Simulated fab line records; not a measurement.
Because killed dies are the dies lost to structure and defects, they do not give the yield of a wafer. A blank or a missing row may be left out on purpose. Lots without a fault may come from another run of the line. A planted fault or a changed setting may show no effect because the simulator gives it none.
fab line records -- flow n5-finfet
record lots=12, wafers=35, last-day=17
route steps=1938 shown BEOL_M3@970 MIM_TOP@1834 PASSIVATION@1936
lots with no fault: from the same line, run without faults
start-h: the number of hours between the record's first day and the start of the first shown wafer of the lot -- wait-h: how many hours have passed since the lot's step before this one -- " as in the row above -- L1.1+2: one row covering several wafers at once -- - no value, or no start given -- * or withheld: withheld -- < > ~ a bound
route shown NAME@n: NAME is a module with steps in the file, n the number in the route of the first one -- usual: average and standard deviation across the fault-free wafers -- same: alike in all rows -- chamber/n: place in a boat -- sites: the reading at each site -- _std_site: standard deviation of those values -- _edge_site: inner sites' mean taken away from outer sites' mean -- radius-mm: how far each site lies from the wafer's centre -- mask NAME#n: copy n -- behind: the last tool/chamber to shape the wafer -- hold: the reason the lot was held/the length of the hold in hours/how it ended -- device: whichever transistor did not switch (one of n, p or np) -- end of line: at the end of the route, the tests of the same wafers -- a step without rows: its recipe alone -- killed: dies that structure and defects cost at the first sort, which is not the same as the wafer's yield -- map: a wafer's dies, x killed, . not, _ none there
set.NAME: setting as actually run; set.NAME@STEP: the setting as run at that earlier step -- model.NAME: the simulator's own value behind a step, which no gauge read
the route's steps for a sample of lots (tables are steps, rows are wafers)
services: the hour from which a tool's chamber was out of use, counted from the record's first day as start-h (under 0 if before that day), plus the number of hours and why
## steps
# step N5_BEOL_M3_ETCH_77
# recipe chemistry=N2/H2, target=underlayer, target-depth-a=65, mask-material=CAR-EUV, time-s=5.2, ion-energy-ev=200, pressure-mtorr=30, source-w=840, bias-w=150, n2-flow-sccm=200, h2-flow-sccm=200, ends=cleared
# usual drypump-motor-current-A=5.6/0.43, etch-rf-on-time-s=5.17/0.11, oes-product-au=0.68/0.072, rf-vpp-V=523.6/2.7, showerhead-plenum-p-Torr=2.53/0.093, throttle-valve-pct=17.80/0.29
lot.wafer,tool,chamber,start-h,wait-h,drypump-motor-current-A,etch-rf-on-time-s,oes-product-au,rf-hours-counter-h,rf-vpp-V,showerhead-plenum-p-Torr,throttle-valve-pct
L777.2,rie-diel-04,1,148.02,0.0,5.0,5.23,0.57,225,522.7,2.49,17.81
L777.3,rie-diel-04,0,148.02,0.0,6.3,5.11,0.76,36,523.5,2.49,18.09
L777.5,rie-diel-04,3,148.02,0.0,5.4,5.25,0.74,-,527.4,2.72,17.39
L778.2,rie-diel-04,2,158.65,0.0,5.0,5.11,0.65,169,521.3,2.44,17.92
L778.4,rie-diel-04,0,158.65,0.0,6.3,5.02,0.76,40,524.1,2.49,18.09
L778.6,rie-diel-04,2,158.65,0.0,5.0,5.13,0.65,-,519.8,2.44,17.91
L780.1,rie-diel-04,2,160.40,0.0,5.0,5.05,0.66,169,521.5,2.44,17.93
L780.2,rie-diel-04,0,160.40,0.0,6.3,5.02,0.74,40,521.3,2.49,18.12
L780.3,rie-diel-04,3,160.40,0.0,5.4,5.20,0.75,28,527.4,2.71,17.38
L779.3,rie-diel-03,3,163.67,0.0,5.9,5.09,0.79,-,525.3,2.57,17.44
L779.4,rie-diel-03,0,163.67,0.0,5.7,5.39,0.60,-,528.1,2.65,18.28
L779.6,rie-diel-03,0,163.67,0.0,5.8,5.35,0.61,-,526.9,2.65,18.28
L781.1,rie-diel-05,0,170.07,0.0,6.1,5.19,0.79,24,522.6,2.50,17.46
L781.2,rie-diel-05,2,170.07,0.0,5.8,5.25,0.63,137,525.3,2.54,18.05
L781.5,rie-diel-05,1,170.07,0.0,5.5,5.19,0.63,-,522.1,2.42,17.50
L782.1,rie-diel-05,2,172.65,0.0,5.8,5.16,0.64,138,523.6,2.54,18.10
L782.3,rie-diel-05,1,172.65,0.0,5.5,5.12,0.64,165,520.5,2.42,17.50
L782.5,rie-diel-05,1,172.65,0.0,5.5,5.09,0.62,-,521.7,2.42,17.52
L783.4,rie-diel-04,2,187.62,0.0,5.0,5.10,0.64,177,518.8,2.44,17.94
L783.5,rie-diel-04,1,187.62,0.0,5.0,5.18,0.58,-,521.2,2.49,17.81
L783.6,rie-diel-04,2,187.62,0.0,5.0,5.14,0.64,-,519.4,2.43,17.92
L786.1,rie-diel-04,0,201.35,0.0,6.3,5.06,0.73,52,524.1,2.49,18.14
L786.4,rie-diel-04,2,201.35,0.0,5.0,5.08,0.64,182,519.2,2.43,17.94
L786.5,rie-diel-04,1,201.35,0.0,5.1,5.16,0.56,-,524.9,2.48,17.84
L788.3,rie-diel-04,2,222.24,0.0,5.0,5.16,0.64,188,521.0,2.43,17.96
L788.5,rie-diel-04,2,222.24,0.0,5.0,5.12,0.64,-,519.5,2.43,17.95
L788.6,rie-diel-04,3,222.24,0.0,5.4,5.25,0.71,-,525.9,2.71,17.40
L795.2,rie-diel-05,2,252.65,0.0,5.8,5.21,0.62,160,526.4,2.53,18.10
L795.6,rie-diel-05,0,252.65,0.0,6.1,5.17,0.76,-,523.9,2.49,17.50
L798.3,rie-diel-05,2,284.42,0.0,5.8,5.20,0.61,167,523.5,2.53,18.13
L798.5,rie-diel-05,0,284.42,0.0,6.1,5.11,0.76,-,523.4,2.49,17.51
L798.6,rie-diel-05,1,284.42,0.0,5.5,5.14,0.60,-,519.6,2.41,17.54
L800.2,rie-diel-05,0,294.36,0.0,6.1,5.25,0.73,61,525.6,2.49,17.55
L800.4,rie-diel-05,0,294.36,0.0,6.1,5.25,0.73,-,520.4,2.49,17.51
L800.5,rie-diel-05,1,294.36,0.0,5.5,5.24,0.61,-,520.1,2.40,17.54
# step N5_MIM_TOP_ALD_00
# recipe material=Al2O3, target-thk-a=*, temp-c=withheld, ald-precursor-family=TMA, ald-co-reactant=O3, pulse-time-s=withheld, purge-time-s=3, co-reactant-purge-time-s=withheld, co-reactant-pulse-time-s=3, ald-cycles=withheld
# usual precursor-pulse-height-rel=1.000/0.019
lot.wafer,tool,chamber,start-h,wait-h,precursor-pulse-height-rel
L777.2,ald-hk-03,2,258.83,0.1,0.966
L777.3,ald-hk-03,3,258.83,0.1,1.033
L777.5,ald-hk-03,3,258.83,0.1,0.972
L778.2,ald-hk-03,0,278.79,0.2,0.981
L778.4,ald-hk-03,2,278.79,0.2,1.015
L778.6,ald-hk-03,3,278.79,0.2,1.003
L780.1,ald-hk-01,2,287.33,0.1,0.967
L780.2,ald-hk-01,0,287.33,0.1,0.992
L780.3,ald-hk-01,1,287.33,0.1,0.972
L781.1,ald-hk-01,3,290.05,0.1,0.950
L781.2,ald-hk-01,2,290.05,0.1,0.974
L781.5,ald-hk-01,1,290.05,0.1,1.016
L779.3,ald-hk-02,3,292.34,0.1,1.011
L779.4,ald-hk-02,2,292.34,0.1,0.973
L779.6,ald-hk-02,0,292.34,0.1,1.009
L783.4,ald-hk-01,0,304.33,0.1,1.013
L783.5,ald-hk-01,2,304.33,0.1,1.015
L783.6,ald-hk-01,1,304.33,0.1,0.997
L782.1,ald-hk-01,2,307.17,0.1,0.970
L782.3,ald-hk-01,3,307.17,0.1,1.019
L782.5,ald-hk-01,0,307.17,0.1,0.996
L786.1,ald-hk-02,1,325.38,0.1,1.013
L786.4,ald-hk-02,0,325.38,0.1,0.993
L786.5,ald-hk-02,3,325.38,0.1,0.968
L788.3,ald-hk-01,0,347.41,0.1,1.021
L788.5,ald-hk-01,3,347.41,0.1,0.999
L788.6,ald-hk-01,0,347.41,0.1,1.005
L795.2,ald-hk-03,0,357.45,0.1,0.999
L795.6,ald-hk-03,0,357.45,0.1,1.004
L798.3,ald-hk-03,0,391.21,0.1,0.997
L798.5,ald-hk-03,3,391.21,0.1,0.973
L798.6,ald-hk-03,0,391.21,0.1,0.994
L800.2,ald-hk-02,0,395.59,0.1,1.005
L800.4,ald-hk-02,3,395.59,0.1,1.018
L800.5,ald-hk-02,2,395.59,0.1,0.994
# step N5_MIM_TOP_ALD_02
# recipe material=Al2O3, target-thk-a=*, temp-c=withheld, ald-precursor-family=TMA, ald-co-reactant=O3, pulse-time-s=withheld, purge-time-s=3, co-reactant-purge-time-s=withheld, co-reactant-pulse-time-s=3, ald-cycles=withheld
# usual precursor-pulse-height-rel=1.001/0.02
lot.wafer,tool,chamber,start-h,wait-h,precursor-pulse-height-rel
L777.2,ald-hk-03,2,-,-,0.959
L777.3,ald-hk-03,3,-,-,0.999
L777.5,ald-hk-03,3,-,-,0.984
L778.2,ald-hk-03,0,-,-,0.991
L778.4,ald-hk-03,2,-,-,0.991
L778.6,ald-hk-03,3,-,-,1.040
L780.1,ald-hk-01,2,-,-,0.979
L780.2,ald-hk-01,0,-,-,0.990
L780.3,ald-hk-01,1,-,-,0.993
L781.1,ald-hk-01,3,-,-,1.006
L781.2,ald-hk-01,2,-,-,1.003
L781.5,ald-hk-01,1,-,-,0.987
L779.3,ald-hk-02,3,-,-,0.986
L779.4,ald-hk-02,2,-,-,1.018
L779.6,ald-hk-02,0,-,-,0.987
L783.4,ald-hk-01,0,-,-,1.004
L783.5,ald-hk-01,2,-,-,1.006
L783.6,ald-hk-01,1,-,-,1.043
L782.1,ald-hk-01,2,-,-,1.023
L782.3,ald-hk-01,3,-,-,0.993
L782.5,ald-hk-01,0,-,-,1.016
L786.1,ald-hk-02,1,-,-,0.991
L786.4,ald-hk-02,0,-,-,0.995
L786.5,ald-hk-02,3,-,-,1.013
L788.3,ald-hk-01,0,-,-,1.005
L788.5,ald-hk-01,3,-,-,1.014
L788.6,ald-hk-01,0,-,-,1.018
L795.2,ald-hk-03,0,-,-,1.000
L795.6,ald-hk-03,0,-,-,0.988
L798.3,ald-hk-03,0,-,-,0.990
L798.5,ald-hk-03,3,-,-,0.991
L798.6,ald-hk-03,0,-,-,0.976
L800.2,ald-hk-02,0,-,-,0.991
L800.4,ald-hk-02,3,-,-,1.013
L800.5,ald-hk-02,2,-,-,0.989
# step N5_PASSIVATION_PROBE_49
# usual defect-limited-yield=91.2/1.3, killed_at_M0_to_M3=34/10, killed_at_M4_up=13/4.6, killed-at-contacts=13/5.5, killed-at-front-end=41/12, killed-at-other=2.8/2.4, killed-dies=104/16, killed-open=67/12, killed-short=33/7.2, sort_bin_4_leakage=0.00/0.012, sort_bin_5_function=5.1/0.86, sort_bin_6_memory=3.3/0.62, sort-n-pass=1076/16, sort-yield-pct=91.2/1.3
# same gross-dies=1180, killed-at-back-side=0, sort_bin_8_speed[%]=0
lot.wafer,tool,chamber,start-h,wait-h,defect-limited-yield[%],killed_at_M0_to_M3,killed_at_M4_up,killed-at-contacts,killed-at-front-end,killed-at-other,killed-dies,killed-open,killed-short,sort_bin_4_leakage[%],sort_bin_5_function[%],sort_bin_6_memory[%],sort-n-pass,sort-yield-pct[%]
L777.2,prober-01,-,273.53,0.1,90.6,37,14,16,34,10,111,74,34,0,5.8,3.1,1069,90.6
L777.3,prober-01,-,273.58,0.1,92.5,25,9,20,33,2,89,65,24,0,4.5,2.9,1091,92.5
L777.5,prober-01,-,273.68,0.2,89.4,34,20,14,57,0,125,88,35,0,5.8,4.7,1055,89.4
L786.1,prober-02,-,338.61,0.0,80.6,184,8,8,26,3,229,53,31,0,11.9,3.6,951,80.6
L786.4,prober-02,-,338.76,0.2,79.2,190,19,5,28,3,245,73,27,0,12.0,4.4,935,79.2
L786.5,prober-02,-,338.81,0.2,83.1,126,15,9,46,3,199,81,31,0.08,9.5,4.3,980,83.1
L788.3,prober-01,-,360.57,1.0,79.8,191,8,17,22,0,238,59,26,0,11.9,4.7,942,79.8
L788.5,prober-01,-,360.67,1.1,78.5,186,13,13,42,0,254,75,28,0,12.5,4.0,926,78.5
L788.6,prober-01,-,360.72,1.2,83.5,157,8,13,16,1,195,47,19,0,10.3,2.5,985,83.5
# killed by level:class
L777.2 BEOL_M0_SAQP:geometric-particle:open=15 MOL_CONTACT_COAG:geometric-particle:open=12 STI_FIN_REVEAL:geometric-particle:open=11 BEOL_M3:geometric-particle:open=8 FIN_SAQP:geometric-particle:open=5 BEOL_M0_SAQP:geometric-particle:short=4 PASS1_CAP:geometric-particle:open=4 STI_FIN_REVEAL:geometric-particle:short=3
L777.3 STI_FIN_REVEAL:geometric-particle:open=18 MOL_CONTACT_COAG:geometric-particle:open=15 FIN_SAQP:geometric-particle:open=5 MOL_CONTACT_COAG:geometric-particle:short=5 BEOL_M0_SAQP:geometric-particle:short=5 BEOL_M0_SAQP:geometric-particle:open=4 BEOL_M0:geometric-particle:open=4 BEOL_M3:geometric-particle:short=4
L777.5 STI_FIN_REVEAL:geometric-particle:open=19 MOL_CONTACT_COAG:geometric-particle:open=13 FIN_SAQP:geometric-particle:short=10 BEOL_M0_SAQP:geometric-particle:short=9 BEOL_M0_SAQP:geometric-particle:open=9 FIN_SAQP:geometric-particle:open=8 BEOL_M2:geometric-particle:open=7 GATE_CUT:geometric-particle:open=6
L786.1 BEOL_M3:unspecified=142 BEOL_M1:geometric-particle:open=13 STI_FIN_REVEAL:geometric-particle:open=8 BEOL_M0_SAQP:geometric-particle:short=7 BEOL_M2:geometric-particle:open=6 BEOL_M4:geometric-particle:open=6 STARTING-WAFER:geometric-particle:short=6 BEOL_M0_SAQP:geometric-particle:open=5
L786.4 BEOL_M3:unspecified=145 BEOL_M0_SAQP:geometric-particle:open=15 BEOL_M2:geometric-particle:open=9 STI_FIN_REVEAL:geometric-particle:open=8 BEOL_M4:geometric-particle:open=7 FIN_SAQP:geometric-particle:open=6 BEOL_M0_SAQP:geometric-particle:short=6 MOL_CONTACT_COAG:geometric-particle:open=5
L786.5 BEOL_M3:unspecified=85 BEOL_M0_SAQP:geometric-particle:open=10 BEOL_M2:geometric-particle:open=10 STI_FIN_REVEAL:geometric-particle:open=9 FIN_SAQP:geometric-particle:short=8 MOL_CONTACT_COAG:geometric-particle:open=8 FIN_SAQP:geometric-particle:open=7 BEOL_M3:geometric-particle:open=7
L788.3 BEOL_M3:unspecified=152 MOL_CONTACT_COAG:geometric-particle:open=13 BEOL_M1:geometric-particle:open=8 FIN_SAQP:geometric-particle:open=7 BEOL_M0_SAQP:geometric-particle:open=7 BEOL_M0_SAQP:geometric-particle:short=7 STARTING-WAFER:geometric-particle:open=5 MOL_CONTACT_COAG:geometric-particle:short=4
L788.5 BEOL_M3:unspecified=144 BEOL_M2:geometric-particle:open=11 STI_FIN_REVEAL:geometric-particle:open=10 FIN_SAQP:geometric-particle:open=9 MOL_CONTACT_COAG:geometric-particle:open=9 BEOL_M3:geometric-particle:open=8 HKMG_FIN:area-etch=6 BEOL_M1:geometric-particle:open=5
L788.6 BEOL_M3:unspecified=128 MOL_CONTACT_COAG:geometric-particle:open=12 BEOL_M2:geometric-particle:open=10 STI_FIN_REVEAL:geometric-particle:open=5 BEOL_M0_SAQP:geometric-particle:short=4 BEOL_M3:geometric-particle:open=4 BEOL_M0_SAQP:geometric-particle:open=3 BEOL_M4:geometric-particle:open=3
## services
tool,chamber,start-h,hours,kind
ald-hk-02,-,131.30,8.7,pm
ald-hk-01,-,137.03,6.0,pm
rie-diel-03,1,142.65,-,clean
rie-diel-03,1,142.65,-,consumable-replace:focus-ring
rie-diel-03,2,161.67,4.7,repair
rie-diel-04,-,199.56,1.0,repair
ald-hk-02,-,220.01,2.8,pm
rie-diel-04,1,231.91,-,clean
rie-diel-04,1,231.91,-,consumable-replace:focus-ring
rie-diel-04,1,231.91,14.9,scheduled-down
rie-diel-04,1,231.91,14.9,vent-cycle
ald-hk-02,-,243.22,0.9,repair
rie-diel-05,-,243.98,0.4,repair
rie-diel-05,1,248.26,8.4,repair
rie-diel-05,-,265.91,4.3,pm
ald-hk-01,-,277.18,8.7,pm
rie-diel-05,-,283.06,1.3,repair
rie-diel-04,2,310.40,11.5,repair
ald-hk-03,-,315.46,0.6,repair
rie-diel-05,0,359.28,1.5,repair
rie-diel-05,3,373.86,6.3,repair
rie-diel-04,2,377.70,15.9,repair
rie-diel-03,3,383.78,2.1,repair
ald-hk-02,-,388.37,2.2,repair
## key
first-sign step=N5_PASSIVATION_PROBE_49, reading=killed_at_M0_to_M3, direction=up, sigmas=14, usual=34, struck=172
effect step=N5_PASSIVATION_PROBE_49, reading=defect-limited-yield, direction=down, sigmas=7.9, usual=91.2, struck=80.8
more-kills-born-at N5_BEOL_M3_ETCH_77@rie-diel-04=796
met-at N5_BEOL_M3_ETCH_77
struck-lots L786,L788
not-acting-at N5_MIM_TOP_ALD_00,N5_MIM_TOP_ALD_02
onset-between 187.62 201.35
fault kind=chamber-particle-source, tool=rie-diel-04, chamber=-, onset-h=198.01, steps=N5_BEOL_M3_ETCH_77, rate-per-visit-cm2=1.8279, end-h=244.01
